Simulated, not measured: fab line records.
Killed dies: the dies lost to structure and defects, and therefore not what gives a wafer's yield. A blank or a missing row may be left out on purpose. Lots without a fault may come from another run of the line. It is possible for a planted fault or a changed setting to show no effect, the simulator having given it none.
Matching of chambers | flow nand-harc | NHARC_A_CHANNEL_FILL_D2_ETCHBACK_19 on rie-si-03: 4 sister chambers
The step etches the open film in HBr/Cl2, target depth 5 nm, time 1.7 s. 16 wafers are shown with their chamber, then 8 later ones without.

== WAFERS WITH THEIR CHAMBER ==
wafer  | chamber | drypump-motor-current-A (A) | oes-product-au (a.u.) | bias-w (W)
L077.2 | 2       | 5.4                         | 0.997                 | 100.3
L077.4 | 1       | 6.0                         | 0.997                 | 99.7
L077.6 | 3       | 5.3                         | 1.007                 | 100.3
L079.1 | 0       | 4.9                         | 1.012                 | 100.6
L079.2 | 1       | 6.0                         | 1.008                 | 100.1
L079.5 | 0       | 4.9                         | 1.011                 | 100.2
L080.3 | 2       | 5.4                         | 0.991                 | 100.0
L080.5 | 1       | 6.0                         | 0.998                 | 100.4
L080.6 | 0       | 4.9                         | 1.000                 | 100.3
L082.1 | 3       | 5.2                         | 0.997                 | 99.5
L082.3 | 1       | 6.0                         | 1.002                 | 100.0
L082.5 | 1       | 5.9                         | 1.002                 | 100.4
L085.3 | 1       | 6.0                         | 0.996                 | 99.9
L085.5 | 3       | 5.2                         | 1.004                 | 100.1
L085.6 | 0       | 4.9                         | 1.002                 | 100.1
L093.2 | 2       | 5.4                         | 1.005                 | 100.6

SIGNATURES (averages over the wafers above)
reading                 | chamber 0 | chamber 1 | chamber 2 | chamber 3 | scatter within a chamber
drypump-motor-current-A | 4.900     | 5.983     | 5.400     | 5.233     | 0.0354
oes-product-au          | 1.00625   | 1.00050   | 0.99767   | 1.00267   | 0.0055
bias-w                  | 100.300   | 100.083   | 100.300   | 99.967    | 0.297
Rule: distance of a wafer from a chamber = root of the sum over the readings of ((wafer's reading minus chamber's mean) / reading's scatter) squared. The wafer belongs to the nearest chamber; if the next one is less than 2 further off, it can't be placed. How the scatter is found: for the shown wafers, subtract from each reading the mean of its chamber, square and add these, divide the total by (wafers less chambers), then take the root.

== WAFERS WHOSE CHAMBER IS MISSING ==
wafer  | drypump-motor-current-A (A) | oes-product-au (a.u.) | bias-w (W)
L093.3 | 5.2                         | 1.018                 | 99.8
L093.5 | 6.0                         | 1.017                 | 100.3
L094.1 | 6.0                         | 1.012                 | 100.4
L094.3 | 5.2                         | 1.016                 | 99.0
L094.6 | 6.0                         | 1.010                 | 100.1
L095.1 | 6.0                         | 1.002                 | 100.1
L095.4 | 5.2                         | 1.000                 | 99.9
L095.5 | 5.9                         | 1.004                 | 99.8

== THE CHAMBER EACH PASSED THROUGH ==
wafer  | from the rows above | in truth
L093.3 | 3                   | 3
L093.5 | 1                   | 1
L094.1 | 1                   | 1
L094.3 | 3                   | 3
L094.6 | 1                   | 1
L095.1 | 1                   | 1
L095.4 | 3                   | 3
L095.5 | 1                   | 1
Correctly placed: 8 of 8. Number that these rows cannot place: 0. Number placed wrongly: 0.
